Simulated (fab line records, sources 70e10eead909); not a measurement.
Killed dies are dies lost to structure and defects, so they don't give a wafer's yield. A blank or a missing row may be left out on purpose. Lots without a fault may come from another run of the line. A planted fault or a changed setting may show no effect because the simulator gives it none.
Chamber matching | flow nand_harc | NHARC_A_CONTACT_DEP_24 on pecvd-02: 3 sister chambers
The step deposits SiO2, target thk 500 nm. 3 wafers are shown with their chamber, then 10 later ones without.

WAFERS WITH THEIR CHAMBER
wafer  | chamber | throttle_valve_pct (%)
L084.4 | 1       | 16.7
L090.1 | 0       | 15.6
L090.2 | 2       | 15.9

WAFERS WITHOUT THEIR CHAMBER
wafer  | throttle_valve_pct (%)
L090.3 | 16.5
L092.2 | 15.9
L092.4 | 15.9
L092.5 | 16.0
L095.2 | 15.9
L095.4 | 16.7
L095.5 | 16.2
L097.2 | 15.8
L097.4 | 16.4
L097.6 | 16.8

WHICH CHAMBER EACH WENT THROUGH
wafer  | from the rows above          | in truth
L090.3 | 1                            | 1
L092.2 | can't be placed: 2 or 0      | 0
L092.4 | can't be placed: 2 or 0      | 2
L092.5 | can't be placed: 2 or 0      | 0
L095.2 | can't be placed: 2 or 0      | 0
L095.4 | 1                            | 1
L095.5 | can't be placed: 2 or 1 or 0 | 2
L097.2 | can't be placed: 2 or 0      | 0
L097.4 | can't be placed: 1 or 2      | 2
L097.6 | 1                            | 1
Placed correctly: 3 of 10. Can't be placed from these rows: 7 (the true chamber is among the candidates in 7). Placed wrongly: 0.
How it was worked out, from the rows above alone: a wafer's distance from a chamber is the root of the sum, over the readings, of the square of ((its reading less the chamber's mean) divided by the reading's scatter). The wafer belongs to the nearest chamber; if the next one is less than 2 further off, it can't be placed. A chamber's mean is the mean of its shown wafers. The scatter: with one shown wafer a chamber, the root of the mean of the squares of how far each hidden wafer lies from its nearest shown one.
